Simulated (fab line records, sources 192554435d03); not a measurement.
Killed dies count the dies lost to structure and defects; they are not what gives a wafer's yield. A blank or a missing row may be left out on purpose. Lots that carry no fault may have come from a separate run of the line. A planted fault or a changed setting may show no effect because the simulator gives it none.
A struck lot beside a sound one | flow n5 finfet | 15 out of 1938 route steps
Sound: wafers L120.2, L120.4, L120.6. Struck: wafers L124.2, L124.3 (left out: L124.5, a lot-mate that was not struck); the cause follows at the end.
At each step with rows: each side's tool, then ch and its chambers, then its first start. Under that, the readings that differ: sound wafers | struck wafers | difference of the means | sigmas: that difference in standard deviations of wafers without a fault.
alike: readings whose means differ by less than 2 such deviations, and words and numbers that are the same on both sides. not compared: withheld readings, readings that some wafer has no value for, bounds like >300 that may hide the same value, and numbers for which the record gives no deviation and whose values overlap.
A row with sigmas, a row that says differs or no value, or rows on one side alone: a step with any of these is where the two part. When numbers do not overlap yet have no deviation, they are printed without sigmas and do not part them. A reading missing from all wafers of one side parts the sides only when that side holds two or more wafers.

first, 2 steps without rows for these wafers: N5_PASSIVATION_DEVELOP_29 (develop time 60 s); N5_PASSIVATION_HARDBAKE_31 (time 120 s).
N5_PASSIVATION_CD_MEAS_30 targets a cd of 4000 nm.
  sound on cd sem-02 ch 0, day 12 12:40; struck on cd sem-02 ch 0, day 13 14:30
  alike: cd nm
N5_PASSIVATION_OVL_MEAS_63:
  sound on overlay-02 ch 0, day 12 12:42; struck on overlay-01 ch 0, day 13 14:32
  alike: PAD_OVL
N5_PASSIVATION_INSPECT_64: inspects for defects (macro).
  sound on defect inspect-02 at day 12 12:43; struck on defect inspect-01 at day 13 14:33
  alike: raw defect count
N5_PASSIVATION_DESCUM_32: chemistry O2, time 7.9 s.
  sound on rie diel-02 ch 2,3, day 12 12:59; struck on rie diel-06 ch 0,2, day 13 14:35
  alike: bias power w, drypump motor current A, oes product au, rf fwd power W, rf vpp V, showerhead plenum p Torr, throttle valve pct
  not compared: rf hours counter h
N5_PASSIVATION_AL_ETCH_33: etches Al in Cl2/BCl3, stops on TaN, target depth 2800 nm, time 466.7 s.
  sound on rie metal-02 ch 0,1, day 12 13:04; struck on rie metal-03 ch 1, day 13 14:48
  reading               | sound          | struck    | difference | sigmas
  oes product au (a.u.) | 0.55 0.55 0.58 | 0.74 0.74 | +0.18      | +2
  alike: drypump motor current A, rf fwd power W, throttle valve pct
  not compared: rf hours counter h
N5_PASSIVATION_ETCH_59: etches TaN in Cl2/BCl3, target depth 65 nm, time 34.9 s.
  sound on rie metal-02 ch 0,1, day 12 13:28; struck on rie metal-03 ch 1, day 13 15:31
  reading               | sound          | struck    | difference | sigmas
  oes product au (a.u.) | 0.61 0.61 0.64 | 0.83 0.83 | +0.21      | +2
  alike: drypump motor current A, rf fwd power W, throttle valve pct
  not compared: rf hours counter h
N5_PASSIVATION_STRIP_34: strips in O2.
  sound on rie diel-06 ch 1,2,3, day 12 13:50; struck on rie diel-01 ch 0,1, day 13 15:41
  alike: drypump motor current A, oes product au, rf vpp V, showerhead plenum p Torr, throttle valve pct
  not compared: rf hours counter h
then, 3 steps without rows for these wafers: N5_PASSIVATION_STRIP_51 (strips in post etch residue remover, time 1200 s); N5_PASSIVATION_CLEAN_69 (cleans in IPA, time 180 s); N5_PASSIVATION_SRD_70 (time 30 s).
N5_PASSIVATION_PECVD_53: deposits SiO2 from TEOS/O2, target thk 800 nm, time 169.4 s.
  sound on pecvd-01 ch 1,2, day 12 14:20; struck on pecvd-02 ch 0,1, day 13 16:11
  reading                                        | sound             | struck      | difference | sigmas
  run length s (s)                               | 197.5 197.5 197.5 | 154.2 153.6 | -43.6      | -68
  model.SiO2_of_PASSIVATION_PECVD_53.thk nm (nm) | 783.4 802 806.4   | 594.8 610.4 | -194.7     |
N5_PASSIVATION_PECVD_35: deposits SiNx from SiH4/NH3/N2, target thk 700 nm, time 151.3 s.
  sound on pecvd-01 ch 1,2, day 12 14:31; struck on pecvd-02 ch 0,1, day 13 16:18
  alike: heater power w, rf fwd power W, run length s, showerhead plenum p Torr, throttle valve pct
N5_PASSIVATION_PROBE_49:
  only the struck wafers here have rows in the record (prober-02, day 13 19:57); the sound ones have none

== WHERE THEY PART ==
At N5_PASSIVATION_AL_ETCH_33 first; at N5_PASSIVATION_PROBE_49 last (within this record only).

WHY: whatever the simulator had introduced
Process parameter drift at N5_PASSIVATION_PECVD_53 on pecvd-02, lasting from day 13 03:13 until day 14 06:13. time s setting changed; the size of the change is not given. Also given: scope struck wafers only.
